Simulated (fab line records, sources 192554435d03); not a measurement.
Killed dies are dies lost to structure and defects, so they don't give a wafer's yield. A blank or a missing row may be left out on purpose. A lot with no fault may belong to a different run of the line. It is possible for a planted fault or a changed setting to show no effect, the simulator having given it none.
fab line records    flow n5Finfet    part 2 of 2: steps 5 to 6 of 6
record: lots: 23  wafers: 69  lastDay: 19
route steps=1938 shown BEOL_M4@1094 BEOL_M5@1116
lots untouched by any fault: they come from a run of this same line in which no faults occurred
startH: the number of hours between the record's first day and the start of the first shown wafer of the lot    waitH: hours since the lot's step before    " unchanged from the row above    L1.1+2: a single row standing in for several wafers    - no value present, or no start provided    * or withheld: withheld    < > ~ a bound
route shown NAME@n: names a module that has steps shown in the file, with the first one's number in the route    usual: the fault-free wafers' mean and standard deviation    same: alike in all rows    chamber/n: place in a boat    sites: each site's reading    _std_site: their standard deviation    _edge_site: the outer-site mean with the inner-site mean subtracted    radiusMm: for every site, how far away it sits from the centre of the wafer    mask NAME#n: copy n    behind: tool/chamber where the wafer was last shaped    hold: cause of the lot's hold/its duration in hours/its outcome    device: transistor that didn't switch, given as n, p or np    end of line: tests of these same wafers at the route's end    for a step that has no rows: nothing shown but its recipe    killed: dies that structure and defects cost at the first sort, which is not the same as the wafer's yield    map: shows each die of a wafer: x if killed, . if not, _ if none is there
set.NAME: setting as actually run; set.NAME@STEP: the setting as run at that earlier step    model.NAME: the simulator's own value behind a step, which no gauge read
a sample of lots followed through the steps of the route, with each step as a table and each wafer as a row
services: when a tool's chamber went out of use (startH, in hours from the record's first day, below 0 if earlier), for how many hours, and the reason
== steps ==
step: N5_BEOL_M5_ETCH_67
recipe: chemistry: CF4  target: SiARC  targetDepthA: 156  maskMaterial: CAR-EUV  timeS: 26  ionEnergyEv: 80  pressureMtorr: 40  sourceW: 545  biasW: 36  Ar_flow_sccm: 100  cf4FlowSccm: 100  ends: cleared
usual: drypumpMotorCurrentA: 5.4/0.36  etchRfOnTimeS: 26.0/1  oesProductAu: 0.71/0.073  rfVppV: 184.0/1.2  showerheadPlenumPTorr: 2.15/0.078  throttleValvePct: 15.59/0.26
lot.wafer  tool        chamber  startH  waitH  drypumpMotorCurrentA  etchRfOnTimeS  oesProductAu  rfHoursCounterH  rfVppV  showerheadPlenumPTorr  throttleValvePct
L074.1     rieDiel-03  2        182.41  0.0    5.1                   26.0           0.69          106              183.8   2.17                   15.71
L074.5     "           1        "       "      5.6                   25.5           0.62          -                184.1   2.13                   15.88
L074.6     "           2        "       "      5.1                   25.9           0.70          -                184.0   2.17                   15.71
L075.2     rieDiel-03  2        201.71  0.0    5.1                   25.3           0.70          111              183.7   2.17                   15.73
L075.5     "           2        "       "      5.1                   25.4           0.70          -                183.9   2.17                   15.74
L075.6     "           1        "       "      5.6                   25.1           0.62          -                183.4   2.12                   15.89
L076.4     rieDiel-01  3        211.10  0.0    5.6                   24.7           0.81          18               183.9   2.21                   15.27
L076.5     "           3        "       "      5.6                   24.5           0.81          -                183.5   2.21                   15.30
L076.6     "           0        "       "      5.4                   25.9           0.81          -                184.6   2.26                   15.43
L079.1     rieDiel-03  1        211.51  0.0    5.6                   25.9           0.61          207              185.0   2.12                   15.90
L079.3     "           2        "       "      5.1                   25.8           0.70          113              185.0   2.17                   15.73
L079.4     "           0        "       "      5.0                   25.5           0.79          32               185.8   2.27                   15.38
L078.4     rieDiel-01  2        218.53  0.0    5.4                   27.0           0.76          34               184.7   2.08                   15.31
L078.5     "           3        "       "      5.6                   24.6           0.80          -                183.2   2.21                   15.31
L078.6     "           0        "       "      5.4                   25.8           0.79          -                186.0   2.26                   15.44
L080.3     rieDiel-03  3        220.33  0.0    6.2                   25.8           0.70          59               184.1   2.10                   15.67
L080.4     "           0        "       "      5.0                   25.5           0.78          35               186.3   2.27                   15.36
L080.5     "           3        "       "      6.2                   26.1           0.70          -                183.6   2.10                   15.68
L081.2     rieDiel-01  3        223.54  0.0    5.6                   24.5           0.80          23               184.2   2.20                   15.29
L081.3     "           1        "       "      5.1                   27.3           0.61          171              183.8   2.06                   15.95
L081.5     "           1        "       "      5.1                   27.4           0.62          -                183.4   2.06                   15.94
L083.3     rieDiel-01  1        238.82  0.0    5.1                   27.4           0.61          179              182.6   2.05                   15.96
L083.4     "           2        "       "      5.4                   26.7           0.75          -                183.8   2.08                   15.31
L083.5     "           1        "       "      5.1                   27.4           0.61          -                182.2   2.05                   15.98
L082.2     rieDiel-01  0        247.47  0.0    5.4                   25.4           0.80          17               185.0   2.26                   15.45
L082.3     "           1        "       "      5.1                   27.5           0.60          184              184.3   2.05                   15.98
L082.6     "           0        "       "      5.3                   25.5           0.79          -                185.3   2.26                   15.46
L084.1     rieDiel-01  3        258.17  0.0    5.6                   24.1           0.79          29               183.6   2.20                   15.31
L084.4     "           2        "       "      5.4                   26.9           0.73          53               183.4   2.08                   15.34
L084.6     "           0        "       "      5.4                   25.5           0.78          -                184.4   2.25                   15.47
L086.1     rieDiel-01  3        263.78  0.0    5.6                   24.2           0.79          31               184.0   2.20                   15.30
L086.2     "           0        "       "      5.3                   25.4           0.78          25               186.3   2.25                   15.48
L086.3     "           2        "       "      5.5                   26.8           0.73          55               183.8   2.08                   15.33
L085.1     rieDiel-01  2        266.56  0.0    5.4                   26.9           0.74          57               183.4   2.08                   15.34
L085.4     "           0        "       "      5.3                   25.5           0.77          26               184.6   2.25                   15.48
L085.6     "           0        "       "      5.3                   25.4           0.78          -                184.8   2.25                   15.47
L087.1     rieDiel-04  2        270.18  0.0    4.7                   26.9           0.58          241              183.5   2.00                   15.52
L087.2     "           0        "       "      5.3                   25.6           0.75          46               184.8   2.17                   15.60
L087.4     "           3        "       "      6.4                   25.7           0.62          175              183.5   2.12                   15.78
L088.1     rieDiel-01  2        275.24  0.0    5.4                   27.1           0.72          61               182.5   2.07                   15.34
L088.3     "           1        "       "      5.1                   27.6           0.59          198              184.0   2.05                   15.99
L088.5     "           0        "       "      5.4                   25.9           0.76          -                186.2   2.25                   15.48
L090.1     rieDiel-01  0        292.48  0.0    5.3                   25.4           0.76          36               185.3   2.25                   15.49
L090.2     "           1        "       "      5.1                   27.6           0.59          205              182.4   2.04                   16.02
L090.6     "           1        "       "      5.1                   27.5           0.60          -                183.0   2.04                   16.01
L091.2     rieDiel-03  2        295.23  0.0    5.0                   25.8           0.68          125              184.4   2.16                   15.74
L091.3     "           0        "       "      5.0                   25.7           0.76          44               186.0   2.26                   15.39
L091.4     "           1        "       "      5.6                   25.1           0.61          219              183.2   2.12                   15.92
L089.2     rieDiel-03  3        295.80  0.0    6.2                   25.4           0.70          70               181.3   2.10                   15.70
L089.3     "           1        "       "      5.6                   25.1           0.62          219              183.7   2.12                   15.91
L089.6     "           2        "       "      5.1                   25.6           0.70          -                184.8   2.16                   15.74
L093.1     rieDiel-01  0        303.61  0.0    5.4                   26.1           0.74          40               184.5   2.25                   15.50
L093.5     "           0        "       "      5.4                   25.9           0.74          -                184.6   2.25                   15.51
L093.6     "           3        "       "      5.6                   24.4           0.77          -                185.0   2.20                   15.35
L092.2     rieDiel-03  2        303.79  0.0    5.0                   25.6           0.69          128              180.8   2.16                   15.75
L092.4     "           1        "       "      5.6                   24.8           0.61          221              183.6   2.12                   15.94
L092.6     "           3        "       "      6.2                   25.5           0.70          -                183.2   2.10                   15.70
L096.1     rieDiel-01  2        321.98  0.0    5.4                   27.0           0.71          78               182.6   2.07                   15.40
L096.3     "           3        "       "      5.6                   24.5           0.76          52               184.9   2.19                   15.34
L096.5     "           1        "       "      5.1                   27.8           0.59          -                182.2   2.04                   16.04
L094.2     rieDiel-04  3        322.23  0.0    6.4                   25.1           0.62          193              183.6   2.11                   15.82
L094.3     "           1        "       "      5.6                   26.0           0.63          186              183.8   2.13                   15.75
L094.5     "           3        "       "      6.4                   25.1           0.62          -                184.5   2.11                   15.81
L095.1     rieDiel-01  1        322.37  0.0    5.1                   27.9           0.58          215              182.7   2.04                   16.02
L095.2     "           0        "       "      5.3                   25.6           0.74          46               185.4   2.25                   15.52
L095.4     "           3        "       "      5.6                   24.3           0.75          52               184.5   2.20                   15.34
L097.1     rieDiel-01  0        346.75  0.0    5.3                   25.6           0.73          53               184.2   2.24                   15.53
L097.4     "           1        "       "      5.1                   27.3           0.58          222              183.8   2.04                   16.05
L097.5     "           3        "       "      5.6                   24.5           0.74          -                183.8   2.19                   15.34
step: N5_BEOL_M5_STRIP_91
recipe: chemistry: N2/H2  timeS: 10  powerW: 450  tempC: 40  pressureMtorr: 20  rfFrequencyHz: 6e+07  biasPowerW: 7  n2FlowSccm: 200  h2FlowSccm: 200
usual: drypumpMotorCurrentA: 5.4/0.36  oesProductAu: 0.83/0.084  rfVppV: 59.3/0.88  showerheadPlenumPTorr: 2.54/0.1  throttleValvePct: 23.6/0.4
lot.wafer  tool        chamber  startH  waitH  drypumpMotorCurrentA  oesProductAu  rfHoursCounterH  rfVppV  showerheadPlenumPTorr  throttleValvePct
L074.1     rieDiel-03  2        -       -      5.1                   0.81          106              59.1    2.57                   23.5
L074.5     "           1        "       "      5.6                   0.72          -                57.8    2.52                   24.0
L074.6     "           2        "       "      5.1                   0.81          -                60.7    2.57                   23.5
L075.2     rieDiel-03  2        -       -      5.1                   0.80          111              58.0    2.56                   23.5
L075.5     "           2        "       "      5.0                   0.81          -                59.7    2.56                   23.5
L075.6     "           1        "       "      5.6                   0.72          -                60.1    2.51                   24.0
L076.4     rieDiel-01  3        -       -      5.6                   0.93          19               59.9    2.57                   22.9
L076.5     "           3        "       "      5.6                   0.92          -                59.4    2.56                   22.9
L076.6     "           0        "       "      5.4                   0.96          -                61.3    2.70                   23.5
L079.1     rieDiel-03  1        -       -      5.6                   0.71          207              59.7    2.51                   24.0
L079.3     "           2        "       "      5.1                   0.80          113              59.1    2.56                   23.5
L079.4     "           0        "       "      5.0                   0.91          33               58.7    2.66                   23.0
L078.4     rieDiel-01  2        -       -      5.5                   0.90          34               59.4    2.46                   23.5
L078.5     "           3        "       "      5.6                   0.91          -                59.0    2.56                   22.9
L078.6     "           0        "       "      5.4                   0.96          -                60.1    2.70                   23.5
L080.3     rieDiel-03  3        -       -      6.2                   0.81          59               59.2    2.47                   23.6
L080.4     "           0        "       "      5.0                   0.91          35               60.5    2.66                   23.0
L080.5     "           3        "       "      6.2                   0.80          -                59.7    2.47                   23.6
L081.2     rieDiel-01  3        -       -      5.6                   0.90          23               58.9    2.56                   22.9
L081.3     "           1        "       "      5.1                   0.73          171              58.4    2.41                   24.2
L081.5     "           1        "       "      5.1                   0.73          -                58.2    2.41                   24.2
L083.3     rieDiel-01  1        -       -      5.1                   0.73          179              59.8    2.41                   24.2
L083.4     "           2        "       "      5.4                   0.89          -                59.0    2.46                   23.5
L083.5     "           1        "       "      5.1                   0.72          -                59.2    2.41                   24.2
L082.2     rieDiel-01  0        -       -      5.4                   0.94          17               59.4    2.70                   23.5
L082.3     "           1        "       "      5.1                   0.72          184              59.6    2.41                   24.2
L082.6     "           0        "       "      5.4                   0.94          -                59.3    2.70                   23.5
L084.1     rieDiel-01  3        -       -      5.6                   0.91          29               59.1    2.56                   22.9
L084.4     "           2        "       "      5.5                   0.87          53               60.2    2.45                   23.5
L084.6     "           0        "       "      5.4                   0.93          -                58.8    2.69                   23.5
L086.1     rieDiel-01  3        -       -      5.6                   0.91          31               58.9    2.56                   22.9
L086.2     "           0        "       "      5.4                   0.94          25               60.6    2.69                   23.5
L086.3     "           2        "       "      5.5                   0.87          55               59.1    2.45                   23.5
L085.1     rieDiel-01  2        -       -      5.4                   0.87          57               58.5    2.45                   23.5
L085.4     "           0        "       "      5.4                   0.93          26               59.6    2.69                   23.5
L085.6     "           0        "       "      5.4                   0.93          -                59.0    2.69                   23.5
L087.1     rieDiel-04  2        -       -      4.7                   0.68          241              58.9    2.42                   24.0
L087.2     "           0        "       "      5.3                   0.87          46               59.8    2.58                   23.8
L087.4     "           3        "       "      6.4                   0.74          175              59.1    2.54                   24.3
L088.1     rieDiel-01  2        -       -      5.5                   0.86          61               59.1    2.45                   23.5
L088.3     "           1        "       "      5.1                   0.71          198              60.8    2.40                   24.2
L088.5     "           0        "       "      5.4                   0.91          -                59.6    2.69                   23.5
L090.1     rieDiel-01  0        -       -      5.3                   0.89          37               60.0    2.69                   23.5
L090.2     "           1        "       "      5.1                   0.70          205              59.6    2.40                   24.2
L090.6     "           1        "       "      5.1                   0.71          -                58.3    2.40                   24.2
L091.2     rieDiel-03  2        -       -      5.1                   0.80          125              59.0    2.56                   23.5
L091.3     "           0        "       "      4.9                   0.90          44               60.3    2.66                   23.0
L091.4     "           1        "       "      5.6                   0.72          219              58.7    2.51                   24.0
L089.2     rieDiel-03  3        -       -      6.3                   0.82          70               60.0    2.47                   23.6
L089.3     "           1        "       "      5.6                   0.71          219              58.7    2.51                   24.0
L089.6     "           2        "       "      5.1                   0.79          -                59.1    2.56                   23.5
L093.1     rieDiel-01  0        -       -      5.3                   0.90          40               60.2    2.69                   23.5
L093.5     "           0        "       "      5.4                   0.90          -                59.5    2.69                   23.5
L093.6     "           3        "       "      5.6                   0.87          -                59.1    2.55                   23.0
L092.2     rieDiel-03  2        -       -      5.1                   0.78          128              60.1    2.56                   23.6
L092.4     "           1        "       "      5.6                   0.71          221              60.3    2.51                   24.0
L092.6     "           3        "       "      6.2                   0.81          -                59.0    2.47                   23.6
L096.1     rieDiel-01  2        -       -      5.5                   0.85          78               57.9    2.44                   23.5
L096.3     "           3        "       "      5.6                   0.88          52               59.0    2.55                   23.0
L096.5     "           1        "       "      5.1                   0.70          -                58.0    2.39                   24.2
L094.2     rieDiel-04  3        -       -      6.4                   0.72          193              57.8    2.54                   24.3
L094.3     "           1        "       "      5.7                   0.75          187              58.7    2.51                   23.6
L094.5     "           3        "       "      6.4                   0.72          -                58.5    2.54                   24.3
L095.1     rieDiel-01  1        -       -      5.1                   0.69          215              57.8    2.39                   24.2
L095.2     "           0        "       "      5.3                   0.90          46               59.6    2.68                   23.5
L095.4     "           3        "       "      5.6                   0.86          52               59.4    2.55                   23.0
L097.1     rieDiel-01  0        -       -      5.4                   0.88          53               59.3    2.68                   23.5
L097.4     "           1        "       "      5.1                   0.69          222              60.3    2.39                   24.2
L097.5     "           3        "       "      5.6                   0.85          -                59.4    2.55                   23.0
== services ==
tool         chamber  startH  hours  kind
rieDiel-01   0        153.30  -      clean
rieDiel-01   0        153.30  -      consumableReplace:focusRing
rieDiel-01   0        153.30  -      consumableReplace:showerhead
rieDiel-01   0        153.30  29.5   scheduledDown
rieDiel-01   0        153.30  29.5   ventCycle
rieMetal-03  -        165.67  2.8    pm
rieDiel-04   -        167.56  0.5    repair
rieMetal-01  1        217.03  3.9    repair
rieMetal-01  1        220.93  -      clean
rieDiel-01   0        223.37  15.1   repair
rieMetal-03  0        226.36  4.4    repair
rieMetal-02  -        226.85  2.8    pm
rieMetal-01  -        227.83  0.3    repair
rieDiel-01   3        232.64  22.4   repair
rieMetal-02  1        241.66  7.5    repair
rieDiel-03   -        244.35  28.1   pm
rieMetal-01  1        255.86  23.3   repair
rieDiel-03   -        302.43  0.1    repair
rieDiel-04   -        305.71  4.3    pm
rieDiel-01   -        311.69  0.4    repair
rieMetal-02  0        314.15  -      clean
rieMetal-02  0        314.15  19.6   scheduledDown
rieMetal-02  0        314.15  19.6   ventCycle
rieMetal-02  -        331.82  0.9    repair
